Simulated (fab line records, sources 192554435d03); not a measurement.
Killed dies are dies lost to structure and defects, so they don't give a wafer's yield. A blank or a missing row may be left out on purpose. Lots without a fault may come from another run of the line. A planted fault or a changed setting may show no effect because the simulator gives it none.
fab line records | flow n5_finfet | part 1 of 2: steps 1 to 25 of 35
record lots=5 wafers=15 last_day=16
route steps=1938 shown ZERO_LAYER@17 WELL_APT@20
lots that met no fault: from a run of the same line without faults
start_h: hours from the record's first day to the start of the lot's first wafer shown | wait_h: hours since the lot's step before | " the same as in the row above | L1.1+2: a row that stands for several wafers | - no value, or no start given | * or withheld: withheld | < > ~ a bound
route shown NAME@n: a module of which the file shows steps, and the number in the route of the first | usual: mean/standard deviation of fault-free wafers | same: alike in all rows | chamber/n: place in a boat | sites: the reading at each site | _std_site: their standard deviation | _edge_site: outer sites' mean less inner sites' | radius_mm: how far each site lies from the wafer's centre | mask NAME#n: copy n | behind: the tool/chamber that last shaped the wafer | hold: why the lot was held/for how many hours/how that ended | device: the transistor (n, p or np) that didn't switch | end of line: the same wafers' tests at the end of the route | a step without rows: its recipe alone | killed: dies lost to structure and defects at the first sort, not the wafer's yield | map: a wafer's dies, x killed, . not, _ none there
set.NAME: the setting as run; set.NAME@STEP: as run at that earlier step | model.NAME: the simulator's own value behind a step, which no gauge read
lots at some steps of the route; a table a step, a row a wafer
services: from which hour (start_h, from the record's first day; less than 0 if before it) a tool's chamber was out of use, for how many hours, and why
## steps
# step N5_ZERO_LAYER_STRIP_24
# recipe chemistry=O2 power_w=1000 temp_c=250 overash_fraction=0.3 pressure_mtorr=1000 o2_flow_sccm=6750
# usual drypump_motor_current_A=5.9/0.54 heater_power_w=321/43 oes_product_au=0.647/0.0047 strip_time_to_endpoint_s=43.85/0.085
# same overash_fraction=0.3
# columns lot.wafer tool chamber start_h wait_h drypump_motor_current_A heater_power_w oes_product_au rf_hours_counter_h strip_time_to_endpoint_s
L075.1 plasma_asher-01 0 18.93 0.1 4.9 349 0.645 28 43.91
L075.2 " 1 " " 5.9 308 0.649 28 43.98
L075.5 " 1 " " 5.9 310 0.653 - 43.84
L078.1 plasma_asher-02 0 36.89 0.1 6.0 272 0.643 75 43.85
L078.3 " 0 " " 5.9 266 0.643 - 43.74
L078.6 " 0 " " 6.0 266 0.645 - 43.74
L081.2 plasma_asher-01 0 55.22 0.1 4.9 355 0.642 37 43.92
L081.4 " 1 " " 5.9 303 0.648 - 43.90
L081.5 " 0 " " 4.9 357 0.650 - 43.88
L088.3 plasma_asher-02 0 97.04 0.1 6.0 269 0.642 - 43.95
L088.4 " 1 " " 6.5 367 0.645 - 43.82
L088.6 " 0 " " 6.0 260 0.648 - 43.99
L094.4 plasma_asher-02 1 132.92 0.1 6.5 366 0.644 - 43.78
L094.5 " 1 " " 6.5 360 0.652 - 43.67
L094.6 " 0 " " 6.0 265 0.650 - 43.68
# step N5_ZERO_LAYER_STRIP_19
# recipe chemistry=SPM time_s=900 temp_c=130 h2so4_h2o2_vol_ratio=4 dry=ipa_marangoni
# columns lot.wafer tool chamber start_h wait_h
L075.1+2+5 wet_bench-03 4,3,5 19.01 0.1
L078.1+3+6 wet_bench-03 6,5,3 36.98 0.1
L081.2+4+5 wet_bench-05 5,2,0 55.30 0.1
L088.3+4+6 wet_bench-05 6,1,3 97.11 0.0
L094.4+5+6 wet_bench-05 5,2,4 132.98 0.0
# step N5_ZERO_LAYER_INSPECT_20
# recipe inspect_instrument=darkfield mode=post_clean
# usual raw_defect_count=33/17
# columns lot.wafer tool chamber start_h wait_h raw_defect_count
L075.1 defect_inspect-02 - 19.29 0.0 23
L075.2 " - " " 41
L075.5 " - " " 28
L078.1 defect_inspect-01 - 37.25 0.0 30
L078.3 " - " " 27
L078.6 " - " " 52
L081.2 defect_inspect-02 - 55.58 0.0 60
L081.4 " - " " 83
L081.5 " - " " 55
L088.3 defect_inspect-02 - 97.38 0.0 59
L088.4 " - " " 36
L088.6 " - " " 66
L094.4 defect_inspect-02 - 133.26 0.0 29
L094.5 " - " " 39
L094.6 " - " " 30
# step N5_WELL_APT_HMDS_01
# recipe time_s=60 temp_c=120
# usual exhaust_pa=45.1/0.84
# columns lot.wafer tool chamber start_h wait_h exhaust_pa
L075.1 litho_track-04 0 19.32 0.0 45.2
L075.2 " 0 " " 44.6
L075.5 " 0 " " 45.5
L078.1 litho_track-02 0 37.28 0.0 44.6
L078.3 " 0 " " 44.9
L078.6 " 0 " " 44.3
L081.2 litho_track-02 0 55.61 0.0 44.9
L081.4 " 0 " " 44.6
L081.5 " 0 " " 45.3
L088.3 litho_track-03 0 97.41 0.0 44.2
L088.4 " 0 " " 44.4
L088.6 " 0 " " 44.5
L094.4 litho_track-02 0 133.29 0.0 45.4
L094.5 " 0 " " 45.0
L094.6 " 0 " " 45.6
# step N5_WELL_APT_COAT_02
# recipe spin_rpm=1357 resist_thk_nm=950
# usual exhaust_pa=45.1/0.81
# columns lot.wafer tool chamber start_h wait_h exhaust_pa
L075.1 litho_track-04 0 - - 46.5
L075.2 " 0 " " 45.4
L075.5 " 0 " " 44.6
L078.1 litho_track-02 0 - - 43.4
L078.3 " 0 " " 44.2
L078.6 " 0 " " 44.1
L081.2 litho_track-02 0 - - 45.4
L081.4 " 0 " " 46.2
L081.5 " 0 " " 45.7
L088.3 litho_track-03 0 - - 43.5
L088.4 " 0 " " 45.4
L088.6 " 0 " " 44.7
L094.4 litho_track-02 0 - - 45.2
L094.5 " 0 " " 44.2
L094.6 " 0 " " 45.8
# step N5_WELL_APT_EBR_04
# recipe solvent=PGMEA ebr_width_mm=1.5
# usual exhaust_pa=45.0/0.9
# columns lot.wafer tool chamber start_h wait_h exhaust_pa
L075.1 litho_track-04 0 - - 44.5
L075.2 " 0 " " 44.9
L075.5 " 0 " " 46.3
L078.1 litho_track-02 0 - - 44.4
L078.3 " 0 " " 44.9
L078.6 " 0 " " 46.1
L081.2 litho_track-02 0 - - 45.9
L081.4 " 0 " " 46.1
L081.5 " 0 " " 43.9
L088.3 litho_track-03 0 - - 45.0
L088.4 " 0 " " 43.8
L088.6 " 0 " " 44.7
L094.4 litho_track-02 0 - - 45.1
L094.5 " 0 " " 44.1
L094.6 " 0 " " 44.6
# step N5_WELL_APT_SOFTBAKE_03
# recipe temp_c=130 time_s=60
# usual exhaust_pa=44.9/0.93
# columns lot.wafer tool chamber start_h wait_h exhaust_pa
L075.1 litho_track-04 0 - - 45.1
L075.2 " 0 " " 45.2
L075.5 " 0 " " 45.5
L078.1 litho_track-02 0 - - 43.7
L078.3 " 0 " " 43.3
L078.6 " 0 " " 42.8
L081.2 litho_track-02 0 - - 43.7
L081.4 " 0 " " 44.4
L081.5 " 0 " " 43.9
L088.3 litho_track-03 0 - - 44.4
L088.4 " 0 " " 45.7
L088.6 " 0 " " 45.0
L094.4 litho_track-02 0 - - 45.4
L094.5 " 0 " " 46.2
L094.6 " 0 " " 44.7
# step N5_WELL_APT_EXPOSE_05
# recipe mask_id=NWELL na=0.8 source_shape=conventional sigma_outer=0.8 polarization=unpolarized defocus_nm=0 target_cd_nm=200 dose_mj=20.3
# usual stage_vel_mm_s=499.99/0.22
# same na=0.8
# columns lot.wafer tool chamber start_h wait_h mask stage_vel_mm_s
L075.1 krf_scanner-02 0 19.54 - NWELL#0 499.93
L075.2 " 0 " " NWELL#0 499.79
L075.5 " 0 " " NWELL#0 500.09
L078.1 krf_scanner-02 0 37.51 - NWELL#0 499.59
L078.3 " 0 " " NWELL#0 499.88
L078.6 " 0 " " NWELL#0 499.61
L081.2 krf_scanner-02 0 55.84 - NWELL#0 500.44
L081.4 " 0 " " NWELL#0 500.52
L081.5 " 0 " " NWELL#0 500.07
L088.3 krf_scanner-01 0 97.52 - NWELL#0 500.19
L088.4 " 0 " " NWELL#0 500.31
L088.6 " 0 " " NWELL#0 500.21
L094.4 krf_scanner-02 0 133.53 - NWELL#0 499.66
L094.5 " 0 " " NWELL#0 500.15
L094.6 " 0 " " NWELL#0 500.08
# step N5_WELL_APT_PEB_06
# recipe peb_temp_c=130 peb_time_s=90
# usual exhaust_pa=45.1/0.82
# same peb_time_s=90
# columns lot.wafer tool chamber start_h wait_h exhaust_pa
L075.1 litho_track-03 0 19.60 0.1 45.2
L075.2 " 0 " " 45.2
L075.5 " 0 " " 44.3
L078.1 litho_track-04 0 37.57 0.1 44.3
L078.3 " 0 " " 45.6
L078.6 " 0 " " 44.8
L081.2 litho_track-02 0 55.89 0.0 45.3
L081.4 " 0 " " 44.8
L081.5 " 0 " " 47.1
L088.3 litho_track-03 0 97.57 0.0 44.5
L088.4 " 0 " " 45.3
L088.6 " 0 " " 46.3
L094.4 litho_track-04 0 133.58 0.0 45.0
L094.5 " 0 " " 45.0
L094.6 " 0 " " 45.3
# step N5_WELL_APT_DEVELOP_07
# recipe develop_time_s=45 rinse_liquid=surfactant_rinse dry=air_spin dev_temp_c=21
# usual exhaust_pa=45.1/0.93
# columns lot.wafer tool chamber start_h wait_h exhaust_pa
L075.1 litho_track-03 0 - - 43.7
L075.2 " 0 " " 43.6
L075.5 " 0 " " 44.5
L078.1 litho_track-04 0 - - 45.0
L078.3 " 0 " " 44.9
L078.6 " 0 " " 44.8
L081.2 litho_track-02 0 - - 45.7
L081.4 " 0 " " 45.9
L081.5 " 0 " " 46.1
L088.3 litho_track-03 0 - - 45.6
L088.4 " 0 " " 46.6
L088.6 " 0 " " 47.1
L094.4 litho_track-04 0 - - 44.8
L094.5 " 0 " " 44.9
L094.6 " 0 " " 45.1
# step N5_WELL_APT_HARDBAKE_12
# recipe temp_c=130 time_s=120
# usual exhaust_pa=45.1/0.88
# columns lot.wafer tool chamber start_h wait_h exhaust_pa
L075.1 litho_track-03 0 - - 44.1
L075.2 " 0 " " 45.8
L075.5 " 0 " " 44.4
L078.1 litho_track-04 0 - - 44.2
L078.3 " 0 " " 43.9
L078.6 " 0 " " 45.5
L081.2 litho_track-02 0 - - 43.9
L081.4 " 0 " " 45.4
L081.5 " 0 " " 43.3
L088.3 litho_track-03 0 - - 45.3
L088.4 " 0 " " 45.2
L088.6 " 0 " " 45.7
L094.4 litho_track-04 0 - - 43.8
L094.5 " 0 " " 44.6
L094.6 " 0 " " 43.5
# step N5_WELL_APT_CD_MEAS_08
# recipe target_cd_nm=200 landing_energy_ev=500 detector=se_inlens
# usual cd_nm=200.3/1.3
# columns lot.wafer tool chamber start_h wait_h cd_nm
L075.1 cd_sem-02 0 19.72 - 199.3
L075.2 " 0 " " 198.0
L075.5 " 0 " " 198.9
L078.1 cd_sem-01 0 37.68 - 199.1
L078.3 " 0 " " 198.8
L078.6 " 0 " " 201.1
L081.2 cd_sem-02 0 56.01 - 201.2
L081.4 " 0 " " 199.8
L081.5 " 0 " " 200.1
L088.3 cd_sem-02 0 97.69 - 198.2
L088.4 " 0 " " 200.3
L088.6 " 0 " " 199.8
L094.4 cd_sem-01 0 133.69 - 201.0
L094.5 " 0 " " 201.5
L094.6 " 0 " " 201.4
# step N5_WELL_APT_OVL_MEAS_09
# recipe points_per_wafer=44
# usual NWELL_OVL=-3/5.7
# columns lot.wafer tool chamber start_h wait_h NWELL_OVL[nm]
L075.1 overlay-02 0 19.75 0.0 -1
L075.2 " 0 " " 7
L075.5 " 0 " " 6
L078.1 overlay-02 0 37.71 0.0 12
L078.3 " 0 " " 5
L078.6 " 0 " " 0
L081.2 overlay-01 0 56.03 0.0 -8
L081.4 " 0 " " 3
L081.5 " 0 " " 1
L088.3 overlay-02 0 97.71 0.0 0
L088.4 " 0 " " -6
L088.6 " 0 " " -6
L094.4 overlay-02 0 133.72 0.0 4
L094.5 " 0 " " 2
L094.6 " 0 " " 5
# step N5_WELL_APT_INSPECT_10
# recipe mode=adi inspect_instrument=macro
# usual raw_defect_count=2.3/1.6
# columns lot.wafer tool chamber start_h wait_h raw_defect_count
L075.1 defect_inspect-02 - 19.77 0.0 3
L075.2 " - " " 2
L075.5 " - " " 2
L078.1 defect_inspect-02 - 37.73 0.0 4
L078.3 " - " " 1
L078.6 " - " " 3
L081.2 defect_inspect-01 - 56.06 0.0 3
L081.4 " - " " 3
L081.5 " - " " 1
L088.3 defect_inspect-02 - 97.74 0.0 3
L088.4 " - " " 1
L088.6 " - " " 3
L094.4 defect_inspect-01 - 133.74 0.0 3
L094.5 " - " " 1
L094.6 " - " " 1
# step N5_WELL_APT_DESCUM_13
# recipe chemistry=O2 time_s=7.9 source_power_w=50 bias_power_w=20 pressure_mtorr=20 rf_frequency_hz=2.712e+07 temp_c=40 o2_flow_sccm=225
# usual drypump_motor_current_A=5.7/0.44 oes_product_au=0.83/0.097 rf_fwd_power_W=49.64/0.17 rf_vpp_V=243.1/1.5 showerhead_plenum_p_Torr=2.09/0.075 throttle_valve_pct=20.38/0.22
# columns lot.wafer tool chamber start_h wait_h drypump_motor_current_A oes_product_au rf_fwd_power_W rf_hours_counter_h rf_vpp_V showerhead_plenum_p_Torr throttle_valve_pct
L075.1 rie_diel-05 1 19.86 0.1 5.9 0.95 49.88 9 241.2 2.15 19.94
L075.2 " 2 " " 5.8 0.73 49.71 200 241.5 2.08 20.51
L075.5 " 1 " " 6.0 0.93 49.81 - 243.3 2.15 19.94
L078.1 rie_diel-04 1 37.77 0.0 5.9 0.91 49.32 26 243.2 2.06 20.51
L078.3 " 3 " " 5.0 0.95 49.74 7 243.8 2.15 20.36
L078.6 " 0 " " 5.0 0.74 49.72 - 240.2 2.00 20.43
L081.2 rie_diel-02 2 56.17 0.1 5.6 1.02 49.67 0 245.9 2.23 20.41
L081.4 " 1 " " 5.9 0.75 49.63 147 241.7 2.00 20.38
L081.5 " 0 " " 6.8 0.70 49.44 - 242.1 1.99 20.16
L088.3 rie_diel-04 2 97.77 0.0 6.0 0.94 49.65 19 244.3 2.13 19.97
L088.4 " 0 " " 5.1 0.73 49.69 199 241.1 1.99 20.47
L088.6 " 0 " " 5.0 0.73 49.81 - 242.0 1.99 20.46
L094.4 rie_diel-04 1 134.01 0.3 5.9 0.85 49.79 - 241.4 2.05 20.55
L094.5 " 3 " " 5.0 0.87 49.37 - 244.7 2.13 20.43
L094.6 " 0 " " 5.0 0.72 49.52 - 241.8 1.99 20.49
# step N5_WELL_APT_IMPLANT_14
# recipe species=P energy_kev=160 dose_cm2=1.5e+13 tilt_deg=0 rotation_deg=0
# usual dose_ions_cm2=1.5e+13/1.9e+10
# columns lot.wafer tool chamber start_h wait_h dose_ions_cm2
L075.1 implanter-01 0 19.96 0.1 1.4995e+13
L075.2 " 0 " " 1.5021e+13
L075.5 " 0 " " 1.5001e+13
L078.1 implanter-01 0 37.87 0.1 1.5006e+13
L078.3 " 0 " " 1.5007e+13
L078.6 " 0 " " 1.498e+13
L081.2 implanter-01 0 56.29 0.1 1.4984e+13
L081.4 " 0 " " 1.5026e+13
L081.5 " 0 " " 1.4974e+13
L088.3 implanter-02 0 97.93 0.1 1.4968e+13
L088.4 " 0 " " 1.501e+13
L088.6 " 0 " " 1.499e+13
L094.4 implanter-01 0 134.16 0.1 1.4968e+13
L094.5 " 0 " " 1.4943e+13
L094.6 " 0 " " 1.4962e+13
# step N5_WELL_APT_IMPLANT_15
# recipe species=As energy_kev=25 dose_cm2=1.5e+13 tilt_deg=0 rotation_deg=0
# usual dose_ions_cm2=1.4998e+13/1.6e+10
# columns lot.wafer tool chamber start_h wait_h dose_ions_cm2
L075.1 implanter-01 0 20.14 0.1 1.4991e+13
L075.2 " 0 " " 1.5017e+13
L075.5 " 0 " " 1.5022e+13
L078.1 implanter-01 0 38.05 0.1 1.501e+13
L078.3 " 0 " " 1.5006e+13
L078.6 " 0 " " 1.4997e+13
L081.2 implanter-01 0 56.47 0.1 1.4986e+13
L081.4 " 0 " " 1.4995e+13
L081.5 " 0 " " 1.4954e+13
L088.3 implanter-02 0 98.11 0.1 1.5024e+13
L088.4 " 0 " " 1.5018e+13
L088.6 " 0 " " 1.5011e+13
L094.4 implanter-01 0 134.34 0.1 1.501e+13
L094.5 " 0 " " 1.5002e+13
L094.6 " 0 " " 1.5016e+13
# step N5_WELL_APT_STRIP_16
# recipe chemistry=SPM time_s=900 temp_c=130 h2so4_h2o2_vol_ratio=4 dry=ipa_marangoni
# columns lot.wafer tool chamber start_h wait_h
L075.1+2+5 wet_bench-02 3,4,2 20.34 0.2
L078.1+3+6 wet_bench-01 3,0,4 38.25 0.2
L081.2+4+5 wet_bench-02 4,2,3 56.74 0.2
L088.3+4+6 wet_bench-01 0,5,7 98.26 0.1
L094.4+5+6 wet_bench-01 5,3,2 134.46 0.1
# step N5_WELL_APT_HMDS_18
# recipe time_s=60 temp_c=120
# usual exhaust_pa=45.0/0.84
# columns lot.wafer tool chamber start_h wait_h exhaust_pa
L075.1 litho_track-03 0 20.62 0.0 44.6
L075.2 " 0 " " 44.7
L075.5 " 0 " " 45.8
L078.1 litho_track-02 0 38.53 0.0 44.7
L078.3 " 0 " " 44.8
L078.6 " 0 " " 45.7
L081.2 litho_track-02 0 57.02 0.0 45.9
L081.4 " 0 " " 45.2
L081.5 " 0 " " 44.8
L088.3 litho_track-03 0 98.53 0.0 46.9
L088.4 " 0 " " 44.7
L088.6 " 0 " " 46.3
L094.4 litho_track-04 0 134.74 0.0 44.1
L094.5 " 0 " " 46.2
L094.6 " 0 " " 43.6
# step N5_WELL_APT_COAT_19
# recipe spin_rpm=1357 resist_thk_nm=950
# usual exhaust_pa=44.9/0.86
# columns lot.wafer tool chamber start_h wait_h exhaust_pa
L075.1 litho_track-03 0 - - 44.3
L075.2 " 0 " " 46.1
L075.5 " 0 " " 45.7
L078.1 litho_track-02 0 - - 45.3
L078.3 " 0 " " 44.1
L078.6 " 0 " " 45.2
L081.2 litho_track-02 0 - - 44.7
L081.4 " 0 " " 43.8
L081.5 " 0 " " 44.9
L088.3 litho_track-03 0 - - 44.2
L088.4 " 0 " " 44.2
L088.6 " 0 " " 44.9
L094.4 litho_track-04 0 - - 44.2
L094.5 " 0 " " 44.3
L094.6 " 0 " " 45.4
# step N5_WELL_APT_EBR_21
# recipe solvent=PGMEA ebr_width_mm=1.5
# usual exhaust_pa=45.0/0.87
# columns lot.wafer tool chamber start_h wait_h exhaust_pa
L075.1 litho_track-03 0 - - 43.6
L075.2 " 0 " " 45.5
L075.5 " 0 " " 44.6
L078.1 litho_track-02 0 - - 45.0
L078.3 " 0 " " 45.1
L078.6 " 0 " " 46.3
L081.2 litho_track-02 0 - - 45.8
L081.4 " 0 " " 42.9
L081.5 " 0 " " 44.5
L088.3 litho_track-03 0 - - 44.7
L088.4 " 0 " " 43.7
L088.6 " 0 " " 44.5
L094.4 litho_track-04 0 - - 45.3
L094.5 " 0 " " 46.0
L094.6 " 0 " " 44.5
# step N5_WELL_APT_SOFTBAKE_20
# recipe temp_c=130 time_s=60
# usual exhaust_pa=45.0/0.88
# columns lot.wafer tool chamber start_h wait_h exhaust_pa
L075.1 litho_track-03 0 - - 45.1
L075.2 " 0 " " 46.1
L075.5 " 0 " " 43.7
L078.1 litho_track-02 0 - - 44.7
L078.3 " 0 " " 44.8
L078.6 " 0 " " 45.0
L081.2 litho_track-02 0 - - 44.1
L081.4 " 0 " " 45.3
L081.5 " 0 " " 44.3
L088.3 litho_track-03 0 - - 45.6
L088.4 " 0 " " 45.7
L088.6 " 0 " " 45.3
L094.4 litho_track-04 0 - - 47.1
L094.5 " 0 " " 45.5
L094.6 " 0 " " 45.7
# step N5_WELL_APT_EXPOSE_22
# recipe mask_id=PWELL na=0.8 source_shape=conventional sigma_outer=0.8 polarization=unpolarized defocus_nm=0 target_cd_nm=200 dose_mj=23.2
# usual stage_vel_mm_s=500.00/0.24
# same na=0.8
# columns lot.wafer tool chamber start_h wait_h mask stage_vel_mm_s
L075.1 krf_scanner-02 0 20.72 - PWELL#0 499.91
L075.2 " 0 " " PWELL#0 500.15
L075.5 " 0 " " PWELL#0 499.42
L078.1 krf_scanner-02 0 38.76 - PWELL#0 500.04
L078.3 " 0 " " PWELL#0 500.00
L078.6 " 0 " " PWELL#0 500.55
L081.2 krf_scanner-01 0 57.12 - PWELL#0 500.14
L081.4 " 0 " " PWELL#0 500.05
L081.5 " 0 " " PWELL#0 500.07
L088.3 krf_scanner-02 0 98.77 - PWELL#0 500.31
L088.4 " 0 " " PWELL#0 500.09
L088.6 " 0 " " PWELL#0 499.95
L094.4 krf_scanner-01 0 134.98 - PWELL#0 500.14
L094.5 " 0 " " PWELL#0 499.97
L094.6 " 0 " " PWELL#0 499.97
# step N5_WELL_APT_PEB_23
# recipe peb_temp_c=130 peb_time_s=90
# usual exhaust_pa=44.9/0.82
# same peb_time_s=90
# columns lot.wafer tool chamber start_h wait_h exhaust_pa
L075.1 litho_track-03 0 20.77 0.1 44.0
L075.2 " 0 " " 44.8
L075.5 " 0 " " 45.8
L078.1 litho_track-04 0 38.81 0.1 44.5
L078.3 " 0 " " 45.2
L078.6 " 0 " " 44.3
L081.2 litho_track-02 0 57.18 0.0 45.4
L081.4 " 0 " " 45.4
L081.5 " 0 " " 45.5
L088.3 litho_track-04 0 98.81 0.0 43.4
L088.4 " 0 " " 43.7
L088.6 " 0 " " 44.7
L094.4 litho_track-02 0 135.02 0.0 45.5
L094.5 " 0 " " 44.7
L094.6 " 0 " " 45.1
# step N5_WELL_APT_DEVELOP_24
# recipe develop_time_s=45 rinse_liquid=surfactant_rinse dry=air_spin dev_temp_c=21
# usual exhaust_pa=45.1/0.88
# columns lot.wafer tool chamber start_h wait_h exhaust_pa
L075.1 litho_track-03 0 - - 44.4
L075.2 " 0 " " 45.9
L075.5 " 0 " " 45.6
L078.1 litho_track-04 0 - - 45.1
L078.3 " 0 " " 44.9
L078.6 " 0 " " 45.5
L081.2 litho_track-02 0 - - 46.0
L081.4 " 0 " " 47.1
L081.5 " 0 " " 46.5
L088.3 litho_track-04 0 - - 44.2
L088.4 " 0 " " 44.8
L088.6 " 0 " " 44.9
L094.4 litho_track-02 0 - - 44.6
L094.5 " 0 " " 45.1
L094.6 " 0 " " 45.8
